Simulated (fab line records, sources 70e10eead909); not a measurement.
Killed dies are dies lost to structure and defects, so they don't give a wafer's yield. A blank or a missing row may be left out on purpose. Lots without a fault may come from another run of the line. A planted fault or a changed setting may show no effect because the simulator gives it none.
One fault seen from 2 desks | flow nand_harc | each desk has only its own numbers; what lay behind them comes last

THE METROLOGY DESK
What the gauges read, lot by lot, whatever tool the lot ran on: means of the sampled wafers that have a number. A lot is out of limits, marked OUT, if its mean lies more than 4 standard deviations from the usual mean; the brackets give that distance.
Columns: A = thk_nm at NHARC_A_ONON_D2_THK_MEAS_21, usual 1001 nm; B = overlay_x_nm at NHARC_A_CHANNEL_HOLE_D2_OVL_MEAS_11, usual 0.0 nm; C = overlay_y_nm at NHARC_A_CHANNEL_HOLE_D2_OVL_MEAS_11, usual 0.0 nm
lot  | first seen here | A              | B    | C
L651 | day 13 04:32    | 994            | -0.6 | 0.2
L652 | day 13 10:38    | 983            | -1.0 | 0.0
L655 | day 14 02:19    | 996            | 0.4  | 0.1
L654 | day 14 09:05    | 997            | 0.8  | -1.1
L656 | day 14 19:30    | 1008           | -0.9 | -1.1
L659 | day 15 19:21    | 985            | 0.0  | -0.3
L658 | day 16 00:01    | 1011           | 0.6  | 1.4
L663 | day 17 11:28    | 1001           | -1.4 | 0.8
L668 | day 20 04:16    | 1641 (+67) OUT | -    | -
L670 | day 20 12:03    | 1636 (+67) OUT | -    | -
L671 | day 21 07:10    | 1005           | -0.5 | -0.2
L672 | day 21 18:54    | 1005           | 0.3  | 0.9
L673 | day 21 18:55    | 1003           | -0.6 | -0.2
L674 | day 22 16:47    | 1007           | 0.7  | 0.7
This desk's finding: out of limits on L668, L670; first on L668, day 20 04:16 (thk_nm at NHARC_A_ONON_D2_THK_MEAS_21). In limits: L651, L652, L655, L654, L656, L659, L658, L663, L671, L672, L673, L674.

THE TOOL OWNER'S DESK: pecvd_onon-04
The tool's own readings at NHARC_A_ONON_D2_DEP_19 (target thk 1000 nm): means of the sampled wafers that have a number, for each lot that ran on this tool. A lot is out of limits, marked OUT, if its mean lies more than 4 standard deviations from the usual mean; the brackets give that distance.
Columns: A = nh3_flow_sccm at NHARC_A_ONON_D2_DEP_19, usual 499.9 sccm
lot  | first seen here | A
L652 | day 13 10:11    | 498.1
L656 | day 14 18:59    | 500.0
L658 | day 15 23:29    | 497.7
L668 | day 20 03:45    | 498.5
L670 | day 20 11:36    | 501.5
This desk's finding: nothing out of limits on any of the 5 lots.

PUT TOGETHER
The metrology desk could have raised an alarm at day 20 04:16, on L668, L670.
The tool owner's desk saw nothing out of limits.
The tool owner's desk has L668, L670 on record, within its limits.
Of the lots named, all ran NHARC_A_ONON_D2_DEP_19 on pecvd_onon-04.

WHAT THE SIMULATOR HAD PUT IN
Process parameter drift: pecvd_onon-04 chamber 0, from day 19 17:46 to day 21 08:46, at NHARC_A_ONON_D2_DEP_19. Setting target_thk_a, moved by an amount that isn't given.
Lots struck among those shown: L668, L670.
Hours from the fault's start to each desk's first reading out of limits: the metrology desk, 10.
